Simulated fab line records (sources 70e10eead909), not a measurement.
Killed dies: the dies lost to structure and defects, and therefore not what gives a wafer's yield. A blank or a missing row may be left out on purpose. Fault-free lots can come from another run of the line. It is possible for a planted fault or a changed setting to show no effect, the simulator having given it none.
Code-filled problem report in 8D (eight disciplines) form	flow nand_harc	the parts of the form that need people (team, actions taken, sign-off) are left out

== 1. THE ISSUE ==
Wafers without a fault read 40 s, standard deviation 3.2; time_to_endpoint_s at NHARC_P_CONTACT_CMP_24 reads a mean of 67 s on 5 wafers belonging to 3 lots. That is +8.6 standard deviations from the usual mean.
The step: polishes, t overpolish 30 s, target thk 200 nm.
Seen first at day 9 02:07 on cmp-04, wafer L510.4. The record has a number at this step for 39 wafers belonging to 13 lots. The rule behind "out" and "out of limits": a value lying over 4 standard deviations away from the usual mean. The other wafers with a number count as sound.

== 2. WHAT THIS IS AND IS NOT ==
question	is	is not
which readings at this step	time_to_endpoint_s	edge_zone_pressure_frac, motor_current_A, overpolish_run_s
which lots	L510, L511, L512	L499, L501, L503, L505, L506, L507, L508, L509, L521, L522
which wafers of those lots	L510.4, L511.2, L511.4, L512.2, L512.4	L510.5, L510.6, L511.6, L512.1
read on which tools	cmp-03, cmp-04	cmp-02
when	from day 9 02:07	up to then (26 sound wafers); but 8 sound wafers of L511, L512, L521, L522 came after

== 3. WHAT RULES OUT EACH SUSPECT ==
Counting: if a tool at a process step up to the reading ran every lot that is out, it stays a suspect. Sound lots after the first of them don't rule it out here, since some wafers of a struck lot are sound.
- cvd_w-01 at NHARC_P_CONTACT_CVD_23 (deposits W, target thk 200 nm, time 557 s): kept. It ran every lot that is out, first L510 (day 9 01:40); its last sound lot up to then is L507 (day 7 21:49).
The count leaves cvd_w-01 at NHARC_P_CONTACT_CVD_23.

== 4. THE CAUSE (what the simulator had put in) ==
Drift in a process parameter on cvd_w-01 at NHARC_P_CONTACT_CVD_23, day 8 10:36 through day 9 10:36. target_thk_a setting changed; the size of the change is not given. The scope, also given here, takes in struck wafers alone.
The count eliminated every tool but this one.

== 5. THE EFFECT CHAIN, in route order ==
Each row: a reading where the mean over the struck wafers with a number is more than 3 standard deviations away from the usual. Only readings for which the record gives a usual standard deviation are gone through. hours: the time from each lot's start at the first step in this table that gives one to its start at this step, as a median over the lots. sigmas: the change in usual standard deviations.
hours	step	reading	usual	on struck wafers	change	sigmas
0	NHARC_P_CONTACT_CMP_24	time_to_endpoint_s	40 s	67	+27	+8.6
The process steps in it:
- NHARC_P_CONTACT_CMP_24: polishes, t overpolish 30 s, target thk 200 nm.

== 6. HOW IT WOULD HAVE BEEN CAUGHT EARLIER ==
The fault began at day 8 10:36; the first out-of-limits reading in this record came at day 9 02:07, 16 hours later.
An alarm limit of 4 standard deviations would not have fired on the tool readings at NHARC_P_CONTACT_CVD_23 for which the record gives a usual standard deviation, since none of them was out on any struck wafer.
Among the 3 lots that are out, L511 began NHARC_P_CONTACT_CVD_23 on cvd_w-01 after day 9 02:07. A tool hold placed at that time would have kept it from harm.
